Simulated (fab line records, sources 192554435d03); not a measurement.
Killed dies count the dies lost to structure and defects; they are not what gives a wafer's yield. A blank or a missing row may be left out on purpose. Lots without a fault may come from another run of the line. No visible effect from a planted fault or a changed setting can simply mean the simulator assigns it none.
Which of the tools did it? ; flow n5Finfet ; 63 wafers from 21 lots sampled at 3 of the route's 1938 steps

## WHAT THE GAUGES SHOWED, per wafer
N5_FIN_CUT_INSPECT_10: inspects for defects (brightfield).
lot;measured;on;rawDefectCount
L075;day 2 16:11;defectInspect-02;52 51 46
L076;day 2 16:35;defectInspect-01;31 30 42
L077;day 2 23:47;defectInspect-02;30 35 51
L078;day 3 03:34;defectInspect-01;41 36 51
L079;day 3 09:19;defectInspect-01;28 40 33
L080;day 3 14:49;defectInspect-01;43 26 44
L081;day 3 21:45;defectInspect-01;58 36 73
L082;day 4 02:56;defectInspect-02;34 50 57
L083;day 4 10:10;defectInspect-01;31 38 40
L084;day 4 18:01;defectInspect-01;61 39 43
L086;day 5 02:53;defectInspect-01;16 43 27
L088;day 5 16:27;defectInspect-02;45 51 47
L089;day 5 21:13;defectInspect-01;40 27 49
L090;day 6 03:09;defectInspect-01;46 50 64
L091;day 6 08:33;defectInspect-02;55 39 35
L092;day 6 15:20;defectInspect-02;47 67 65
L093;day 6 21:08;defectInspect-02;72 44 48
L094;day 7 02:13;defectInspect-02;53 78 70
L095;day 7 10:01;defectInspect-02;36 45 50
L096;day 7 15:51;defectInspect-01;26 26 29
L097;day 7 21:39;defectInspect-01;27 39 40

## WHICH TOOL RAN EACH LOT (tool, then ch and the chambers of the sampled wafers, then the start)
lot;N5_PMOS_HMC_CHANNEL_EPI_FIN_RECESS_16;N5_FIN_SAQP_ETCH_52
L075;rieSi-06 ch 0,2,3, day 2 06:01;rieDiel-06 ch 1,2,3, day 2 11:26
L076;rieSi-05 ch 1,2, day 2 06:42;rieDiel-01 ch 0,3, day 2 11:29
L077;rieSi-06 ch 2,3, day 2 12:03;rieDiel-05 ch 2,3, day 2 19:20
L078;rieSi-06 ch 1,2,3, day 2 18:46;rieDiel-05 ch 1,2,3, day 2 22:58
L079;rieSi-06 ch 0,1,2, day 3 00:13;rieDiel-06 ch 0,2,3, day 3 04:43
L080;rieSi-05 ch 2,3, day 3 05:58;rieDiel-05 ch 0,2, day 3 10:06
L081;rieSi-05 ch 2,3, day 3 12:36;rieDiel-01 ch 0,1, day 3 17:11
L082;rieSi-06 ch 0,2,3, day 3 17:54;rieDiel-01 ch 0,1, day 3 22:22
L083;rieSi-06 ch 0,1, day 3 23:58;rieDiel-01 ch 1,2,3, day 4 05:06
L084;rieSi-06 ch 0,2,3, day 4 06:41;rieDiel-05 ch 2,3, day 4 10:55
L086;rieSi-06 ch 2,3, day 4 18:11;rieDiel-01 ch 0,3, day 4 22:12
L088;rieSi-06 ch 1,2,3, day 5 06:08;rieDiel-06 ch 0,1, day 5 11:50
L089;rieSi-06 ch 0,3, day 5 11:59;rieDiel-05 ch 0,1, day 5 16:13
L090;rieSi-05 ch 0,3, day 5 17:58;rieDiel-05 ch 0,2, day 5 21:56
L091;rieSi-02 ch 0,1,2, day 5 23:50;rieDiel-06 ch 0,1,2, day 6 03:51
L092;rieSi-05 ch 0,1,2, day 6 06:10;rieDiel-06 ch 0,1,2, day 6 10:19
L093;rieSi-06 ch 0,2, day 6 12:43;rieDiel-06 ch 0,1,2, day 6 16:37
L094;rieSi-06 ch 2,3, day 6 17:53;rieDiel-06 ch 0,3, day 6 21:35
L095;rieSi-02 ch 0,1,3, day 6 23:50;rieDiel-01 ch 0,3, day 7 04:29
L096;rieSi-05 ch 0,1,2, day 7 05:49;rieDiel-01 ch 0,1,2, day 7 11:07
L097;rieSi-05 ch 1,3, day 7 12:43;rieDiel-06 ch 0,2, day 7 16:43
- N5_PMOS_HMC_CHANNEL_EPI_FIN_RECESS_16: chemistry HBr/Cl2, target Si, target depth 54 nm, time 18 s.
- N5_FIN_SAQP_ETCH_52: etches SOC in N2/H2, target depth 100 nm, overetch 20 nm, time 150 s.

## WHAT THE TOOLS THEMSELVES READ (means of the sampled wafers that have a number; where no wafer has one, the mark that the record gives instead)
N5_PMOS_HMC_CHANNEL_EPI_FIN_RECESS_16.
lot;tool;HBr_flow_sccm (sccm);biasW (W);chamberPressureMTorr (mTorr);drypumpMotorCurrentA (A);oesProductAu (a.u.);throttleValvePct (%)
L075;rieSi-06;149.8;74.88;9.991;5.7;1.009;35.61
L076;rieSi-05;150.4;75.06;10.003;5.8;1.012;35.66
L077;rieSi-06;150.1;74.98;10.006;5.2;1.010;35.44
L078;rieSi-06;150.4;74.82;10.009;5.5;1.013;35.59
L079;rieSi-06;149.7;74.91;9.999;5.8;0.997;35.63
L080;rieSi-05;150.2;75.02;9.991;6.0;1.014;35.62
L081;rieSi-05;150.1;75.07;9.996;6.0;1.009;35.64
L082;rieSi-06;150.2;74.94;10.012;5.7;1.006;35.61
L083;rieSi-06;150.0;74.99;10.006;6.3;0.987;35.80
L084;rieSi-06;150.0;74.99;10.014;5.7;0.998;35.60
L086;rieSi-06;149.9;74.86;9.991;5.2;1.011;35.45
L088;rieSi-06;149.9;74.95;10.004;5.5;1.011;35.59
L089;rieSi-06;150.0;75.17;10.001;6.1;1.009;35.74
L090;rieSi-05;149.8;74.86;9.995;6.2;1.003;35.76
L091;rieSi-02;150.0;75.06;9.998;5.6;0.996;35.19
L092;rieSi-05;150.4;74.98;10.003;6.0;1.013;35.70
L093;rieSi-06;150.1;74.82;9.998;5.6;1.015;35.44
L094;rieSi-06;149.7;74.99;9.992;5.2;1.015;35.44
L095;rieSi-02;150.2;75.01;9.999;5.5;1.000;35.45
L096;rieSi-05;150.0;74.88;10.000;6.0;1.014;35.71
L097;rieSi-05;149.6;75.14;9.993;5.9;0.985;35.50

N5_FIN_SAQP_ETCH_52.
lot;tool;biasW (W);chamberPressureMTorr (mTorr);drypumpMotorCurrentA (A);oesProductAu (a.u.);rfVppV (V);showerheadPlenumPTorr (Torr);throttleValvePct (%)
L075;rieDiel-06;149.6;30.00;5.6;0.67;521.0;2.45;18.01
L076;rieDiel-01;149.6;30.01;5.1;0.69;522.2;2.52;17.94
L077;rieDiel-05;150.1;29.99;5.7;0.64;526.8;2.64;17.88
L078;rieDiel-05;149.8;30.01;5.8;0.65;525.2;2.60;17.92
L079;rieDiel-06;149.5;29.97;5.9;0.67;522.2;2.47;17.92
L080;rieDiel-05;149.4;30.00;5.7;0.71;525.1;2.59;17.66
L081;rieDiel-01;149.7;30.00;5.0;0.74;522.7;2.51;17.79
L082;rieDiel-01;150.5;30.01;5.0;0.71;523.8;2.53;17.77
L083;rieDiel-01;149.5;30.00;5.6;0.71;524.8;2.56;17.65
L084;rieDiel-05;150.0;30.00;5.9;0.65;526.9;2.63;18.01
L086;rieDiel-01;149.4;29.98;5.1;0.67;523.0;2.51;17.98
L088;rieDiel-06;150.1;30.03;5.4;0.70;522.1;2.51;17.82
L089;rieDiel-05;150.6;29.99;6.0;0.76;521.9;2.50;17.63
L090;rieDiel-05;150.4;30.03;5.7;0.68;523.9;2.58;17.70
L091;rieDiel-06;149.7;30.00;5.7;0.67;521.4;2.47;17.87
L092;rieDiel-06;149.7;29.99;5.7;0.66;520.2;2.47;17.87
L093;rieDiel-06;150.0;30.00;5.7;0.66;522.2;2.47;17.89
L094;rieDiel-06;150.1;29.99;5.5;0.65;521.7;2.47;18.10
L095;rieDiel-01;150.0;30.03;5.0;0.69;522.1;2.48;17.94
L096;rieDiel-01;149.9;29.97;5.5;0.72;522.9;2.52;17.63
L097;rieDiel-06;150.7;29.97;5.9;0.66;523.1;2.50;17.80

## THE ANSWER, worked out from the rows above alone
Rule: what is usual is taken from the lots themselves. Put in order of their means at a reading, lots are off if they are a third of the lots or fewer, leave a main group of 4 or more, and stand apart from it by a gap of 3 or more times the standard deviation of the main group's means; of several such gaps the widest counts. The tables above print the reading to a certain number of digits; a main group whose means all agree to those digits is not used. Also off: a lot with no number at a reading for which 4 or more lots have one. Any other lot the step has rows for is counted as sound. First the gauges in route order, then the tools' own readings, where a lot's mean is used as printed above. At the first step where some lot is off, the reading lying furthest off is the one used; lots without a number count as furthest.
Nothing can be told from this: no lot is off at any reading shown.

## WHAT WAS PUT IN BY THE SIMULATOR
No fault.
